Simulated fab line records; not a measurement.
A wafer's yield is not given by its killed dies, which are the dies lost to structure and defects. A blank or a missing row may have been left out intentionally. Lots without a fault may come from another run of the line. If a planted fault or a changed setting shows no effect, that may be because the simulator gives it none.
The tool behind it: which one? :: flow nandHarc :: Sampling: 6 lots, 18 wafers, 6 of 1302 route steps

WHAT THE GAUGES SHOWED, per wafer
NHARC_END_SORT_01.
lot: L801
measured: day 29 05:44
on: prober-02
killedAtArray: 71 60 75

EACH LOT AND THE TOOL THAT RAN IT (in order: tool; ch and the chambers of the sampled wafers; start)
lot: L793
NHARC_P_GATE_DEGAS_109: pvdSputter-03, day 7 05:03
NHARC_P_CONTACT_ETCH_31: rieDiel-06 ch 1,2,3, day 7 09:59 or earlier
NHARC_P_CONTACT_PVD_32: pvdSputter-02, day 7 09:59 or earlier
NHARC_P_CONTACT_CVD_23: cvdW-01 ch 0,1, day 7 09:59
NHARC_P_CONTACT_CMP_24: cmp-01 ch 0,1, day 7 10:27

lot: L801
NHARC_P_GATE_DEGAS_109: pvdSputter-02, day 10 17:40
NHARC_P_CONTACT_ETCH_31: rieDiel-01 ch 2,3, day 10 23:11 or earlier
NHARC_P_CONTACT_PVD_32: pvdSputter-01, day 10 23:11 or earlier
NHARC_P_CONTACT_CVD_23: cvdW-01 ch 0,1, day 10 23:11
NHARC_P_CONTACT_CMP_24: cmp-01 ch 0,1,3, day 10 23:38

lot: L803
NHARC_P_GATE_DEGAS_109: pvdSputter-02, day 11 03:56
NHARC_P_CONTACT_ETCH_31: rieDiel-01 ch 2,3, day 11 08:49 or earlier
NHARC_P_CONTACT_PVD_32: pvdSputter-03, day 11 08:49 or earlier
NHARC_P_CONTACT_CVD_23: cvdW-01 ch 0,1, day 11 08:49
NHARC_P_CONTACT_CMP_24: cmp-03 ch 1,3, day 11 09:22

lot: L807
NHARC_P_GATE_DEGAS_109: pvdSputter-01, day 12 20:09
NHARC_P_CONTACT_ETCH_31: rieDiel-01 ch 0,1,3, day 13 00:52 or earlier
NHARC_P_CONTACT_PVD_32: pvdSputter-03, day 13 00:52 or earlier
NHARC_P_CONTACT_CVD_23: cvdW-02 ch 0,1, day 13 00:52
NHARC_P_CONTACT_CMP_24: cmp-03 ch 1,2,3, day 13 01:33

lot: L811
NHARC_P_GATE_DEGAS_109: pvdSputter-01, day 14 23:12
NHARC_P_CONTACT_ETCH_31: rieDiel-01 ch 0,3, day 15 04:08 or earlier
NHARC_P_CONTACT_PVD_32: pvdSputter-03, day 15 04:08 or earlier
NHARC_P_CONTACT_CVD_23: cvdW-01 ch 0, day 15 04:08
NHARC_P_CONTACT_CMP_24: cmp-03 ch 1,2,3, day 15 04:49

lot: L813
NHARC_P_GATE_DEGAS_109: pvdSputter-01, day 15 09:20
NHARC_P_CONTACT_ETCH_31: rieDiel-06 ch 0,1, day 15 14:12 or earlier
NHARC_P_CONTACT_PVD_32: pvdSputter-02, day 15 14:12 or earlier
NHARC_P_CONTACT_CVD_23: cvdW-02 ch 0,1, day 15 14:12
NHARC_P_CONTACT_CMP_24: cmp-03 ch 0,3, day 15 14:46
- NHARC_P_GATE_DEGAS_109: time 60 s.
- NHARC_P_CONTACT_ETCH_31: etches the open film in CH3F/O2, target depth 30 nm, time 85.7 s.
- NHARC_P_CONTACT_PVD_32: deposits Ti, target thk 5 nm, time 17.7 s.
- NHARC_P_CONTACT_CVD_23: deposits W, target thk 200 nm, time 557 s.
- NHARC_P_CONTACT_CMP_24: polishes, t overpolish 30 s, target thk 200 nm.

THE ANSWER, worked out from the rows above alone
Rule: what is usual is taken from the lots themselves. Put in order of their means at a reading, lots are off if they are a third of the lots or fewer, leave a main group of 4 or more, and stand apart from it by a gap of 3 or more times the standard deviation of the main group's means; of several such gaps the widest counts. A main group whose means are all the same, to the digits that the tables above print for the reading, isn't used. A lot without any number at a reading at which 4 lots or more have one is off too. The other lots that the step has rows for count as sound.
No lot is off at any reading shown: from this, nothing can be told.

WHAT THE SIMULATOR HAD INSERTED
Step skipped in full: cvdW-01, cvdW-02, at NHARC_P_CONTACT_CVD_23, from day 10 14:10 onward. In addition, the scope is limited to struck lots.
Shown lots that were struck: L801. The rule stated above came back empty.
